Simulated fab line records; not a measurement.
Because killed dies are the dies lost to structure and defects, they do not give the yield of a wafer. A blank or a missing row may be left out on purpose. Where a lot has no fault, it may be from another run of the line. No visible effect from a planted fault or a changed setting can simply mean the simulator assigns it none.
Which of the tools did it? | flow nandHarc | Sampling: 14 lots, 40 wafers, 4 of 1159 route steps

## WHAT EACH GAUGE READ, for each wafer
The record holds no reading of a measuring or inspecting step that can be judged against a usual standard deviation.

## WHAT TOOL EACH LOT RAN ON (gives the tool, then ch and the chambers of the sampled wafers, and finally the start)
lot  | NHARC_A_WL_FILL_ETCHBACK_05      | NHARC_A_WL_FILL_ETCHBACK_26     | NHARC_A_CONTACT_DEP_24          | NHARC_A_CONTACT_DEP_28
L362 | rieMetal-03 ch 0,1, day 14 23:58 | rieSi-03 ch 0,1,2, day 15 20:53 | pecvd-03 ch 1,2, day 16 07:48   | aclDep-02 ch 0, day 16 08:20
L367 | rieMetal-01 ch 0,1, day 15 19:41 | rieSi-01 ch 2,3, day 16 12:22   | pecvd-02 ch 0,2, day 16 18:28   | aclDep-03 ch 0, day 16 19:45
L363 | rieMetal-02 ch 0,1, day 15 21:19 | rieSi-05 ch 0,1, day 16 12:22   | pecvd-03 ch 0,2, day 16 18:24   | aclDep-02 ch 0, day 16 18:57
L365 | rieMetal-01 ch 0,1, day 15 22:30 | rieSi-01 ch 2,3, day 16 15:19   | pecvd-02 ch 0,1, day 17 06:38   | aclDep-02 ch 0, day 17 08:10
L368 | rieMetal-02 ch 0,1, day 16 02:58 | rieSi-05 ch 0,1, day 16 15:19   | pecvd-03 ch 0,1,2, day 17 02:22 | aclDep-02 ch 0, day 17 03:20
L370 | rieMetal-02 ch 0,1, day 16 20:41 | rieSi-05 ch 0,1,2, day 17 13:13 | pecvd-02 ch 1,2, day 17 19:48   | aclDep-02 ch 0, day 17 23:12
L372 | rieMetal-02 ch 0, day 18 05:04   | rieSi-05 ch 1,2, day 18 20:37   | pecvd-03 ch 1,2, day 19 05:11   | aclDep-03 ch 0, day 19 06:05
L373 | rieMetal-03 ch 0, day 18 08:35   | rieSi-05 ch 0,2, day 19 04:23   | pecvd-03 ch 0,2, day 19 11:22   | aclDep-02 ch 0, day 19 12:56
L375 | rieMetal-02 ch 0,1, day 18 18:31 | rieSi-03 ch 1,2,3, day 19 10:11 | pecvd-04 ch 0,1,2, day 19 16:22 | aclDep-01 ch 0, day 19 19:07
L379 | rieMetal-02 ch 0,1, day 18 23:24 | rieSi-03 ch 0,2,3, day 19 15:17 | pecvd-03 ch 0,1,2, day 20 02:17 | aclDep-02 ch 0, day 20 06:20
L381 | rieMetal-02 ch 0,1, day 19 02:17 | rieSi-01 ch 0,2, day 19 15:18   | pecvd-03 ch 0,1, day 20 00:58   | aclDep-03 ch 0, day 20 05:02
L384 | rieMetal-02 ch 0,1, day 20 03:12 | rieSi-03 ch 0,2,3, day 20 18:40 | pecvd-02 ch 0,2, day 21 05:04   | aclDep-03 ch 0, day 21 09:31
L383 | rieMetal-01 ch 0, day 20 04:28   | rieSi-01 ch 0,1,3, day 20 18:40 | pecvd-04 ch 1,2, day 21 00:48   | aclDep-03 ch 0, day 21 05:50
L382 | rieMetal-03 ch 0,1, day 20 10:57 | rieSi-03 ch 0,1,2, day 21 03:07 | pecvd-03 ch 0,1, day 21 15:21   | aclDep-01 ch 0, day 21 15:50
- NHARC_A_WL_FILL_ETCHBACK_05: etches the open film in Cl2/BCl3, target depth 22 nm, time 60 s.
- NHARC_A_WL_FILL_ETCHBACK_26: etches the open film in HBr, target depth 52 nm, time 13.3 s.
- NHARC_A_CONTACT_DEP_24: deposits SiO2, target thk 500 nm.
- NHARC_A_CONTACT_DEP_28: deposits aC, target thk 3600 nm.

## WHAT THE TOOLS THEMSELVES READ (means of the sampled wafers that have a number; where no wafer has one, the mark that the record gives instead)
NHARC_A_WL_FILL_ETCHBACK_05.
lot  | tool        | drypumpMotorCurrentA (A) | oesProductAu (a.u.) | runLengthS (s)
L362 | rieMetal-03 | 5.2                      | 0.989               | 80.5
L367 | rieMetal-01 | 5.8                      | 1.000               | 80.6
L363 | rieMetal-02 | 6.1                      | 0.988               | 81.2
L365 | rieMetal-01 | 5.9                      | 0.999               | 80.6
L368 | rieMetal-02 | 6.0                      | 1.000               | 81.2
L370 | rieMetal-02 | 5.9                      | 0.992               | 81.3
L372 | rieMetal-02 | 6.3                      | 0.985               | 81.2
L373 | rieMetal-03 | 4.9                      | 0.984               | 80.9
L375 | rieMetal-02 | 6.0                      | 0.989               | 81.4
L379 | rieMetal-02 | 6.0                      | 0.985               | 81.1
L381 | rieMetal-02 | 6.1                      | 0.977               | 81.1
L384 | rieMetal-02 | 6.1                      | 0.984               | 81.2
L383 | rieMetal-01 | 5.7                      | 0.997               | 80.5
L382 | rieMetal-03 | 5.4                      | 0.993               | 81.0

NHARC_A_WL_FILL_ETCHBACK_26.
lot  | tool     | biasW (W) | drypumpMotorCurrentA (A) | oesProductAu (a.u.) | runLengthS (s) | throttleValvePct (%)
L362 | rieSi-03 | 60.18     | 5.88                     | 1.002               | 34.4           | 23.262
L367 | rieSi-01 | 60.05     | 5.73                     | 1.005               | 34.4           | 23.262
L363 | rieSi-05 | 59.89     | 5.48                     | 0.986               | 34.1           | 23.274
L365 | rieSi-01 | 60.21     | 5.66                     | 0.994               | 34.1           | 23.268
L368 | rieSi-05 | 59.95     | 5.46                     | 0.990               | 34.0           | 23.259
L370 | rieSi-05 | 60.10     | 5.47                     | 0.994               | 34.1           | 23.265
L372 | rieSi-05 | 60.06     | 5.52                     | 1.000               | 32.5           | 23.268
L373 | rieSi-05 | 60.12     | 5.31                     | 0.994               | 33.1           | 23.264
L375 | rieSi-03 | 60.01     | 5.69                     | 1.002               | 34.2           | 23.263
L379 | rieSi-03 | 59.82     | 5.84                     | 1.019               | 34.4           | 23.251
L381 | rieSi-01 | 59.91     | 5.87                     | 1.006               | 34.4           | 23.266
L384 | rieSi-03 | 59.94     | 5.84                     | 1.013               | 34.3           | 23.259
L383 | rieSi-01 | 59.96     | 5.67                     | 0.987               | 34.0           | 23.265
L382 | rieSi-03 | 59.84     | 5.89                     | 1.008               | 34.4           | 23.267

NHARC_A_CONTACT_DEP_24.
lot  | tool     | heaterPowerW (W) | throttleValvePct (%)
L362 | pecvd-03 | 568              | 16.5
L367 | pecvd-02 | 477              | 15.7
L363 | pecvd-03 | 512              | 16.5
L365 | pecvd-02 | 435              | 15.3
L368 | pecvd-03 | 585              | 16.4
L370 | pecvd-02 | 398              | 15.1
L372 | pecvd-03 | 623              | 16.5
L373 | pecvd-03 | 490              | 16.6
L375 | pecvd-04 | 564              | 15.2
L379 | pecvd-03 | 535              | 16.4
L381 | pecvd-03 | 564              | 16.8
L384 | pecvd-02 | 497              | 16.0
L383 | pecvd-04 | 586              | 15.1
L382 | pecvd-03 | 582              | 16.0

NHARC_A_CONTACT_DEP_28.
lot  | tool      | throttleValvePct (%)
L362 | aclDep-02 | 35.003
L367 | aclDep-03 | 34.999
L363 | aclDep-02 | 34.991
L365 | aclDep-02 | 34.998
L368 | aclDep-02 | 35.002
L370 | aclDep-02 | 34.997
L372 | aclDep-03 | 34.995
L373 | aclDep-02 | 35.001
L375 | aclDep-01 | 35.001
L379 | aclDep-02 | 34.996
L381 | aclDep-03 | 35.000
L384 | aclDep-03 | 35.003
L383 | aclDep-03 | 35.011
L382 | aclDep-01 | 35.005

## THE ANSWER, worked out from the rows above alone
Rule: the lots themselves supply what counts as usual. Put in order of their means at a reading, lots are off if they are a third of the lots or fewer, leave a main group of 4 or more, and stand apart from it by a gap of 3 or more times the standard deviation of the main group's means; of several such gaps the widest counts. Not used: any main group whose means are identical at the precision the tables above print for the reading. Also off: a lot with no number at a reading for which 4 or more lots have one. Any other lot the step has rows for is counted as sound. After the gauges, taken in route order, come the tools' own readings; for these a lot's mean is taken, as printed above. The first step at which some lot is off is used, and at that step the reading that is off furthest; a lot without a number counts as furthest.
Off: L372, L373, at NHARC_A_WL_FILL_ETCHBACK_26 (runLengthS). The main group: mean 34.2 s, standard deviation 0.16.
A tool fits if, at that step or a process step before it, it ran every lot that is off, and no sound lot after the first of them. One candidate fits, namely rieSi-05 at NHARC_A_WL_FILL_ETCHBACK_26. A fault onset in the window from L370 (day 17 13:13, its last sound lot) to L372 (day 18 20:37, its first lot off) fits.
On the lots that are off, the tool's own readings at NHARC_A_WL_FILL_ETCHBACK_26 differ by more than 5 times the standard deviation of the sound lots' means, which bears it out; runLengthS reads 32.8 s there versus 34.2 s on the sound lots.

## WHAT THE SIMULATOR HAD PUT IN
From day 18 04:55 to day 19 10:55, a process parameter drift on rieSi-05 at NHARC_A_WL_FILL_ETCHBACK_26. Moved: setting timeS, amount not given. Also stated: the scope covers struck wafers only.
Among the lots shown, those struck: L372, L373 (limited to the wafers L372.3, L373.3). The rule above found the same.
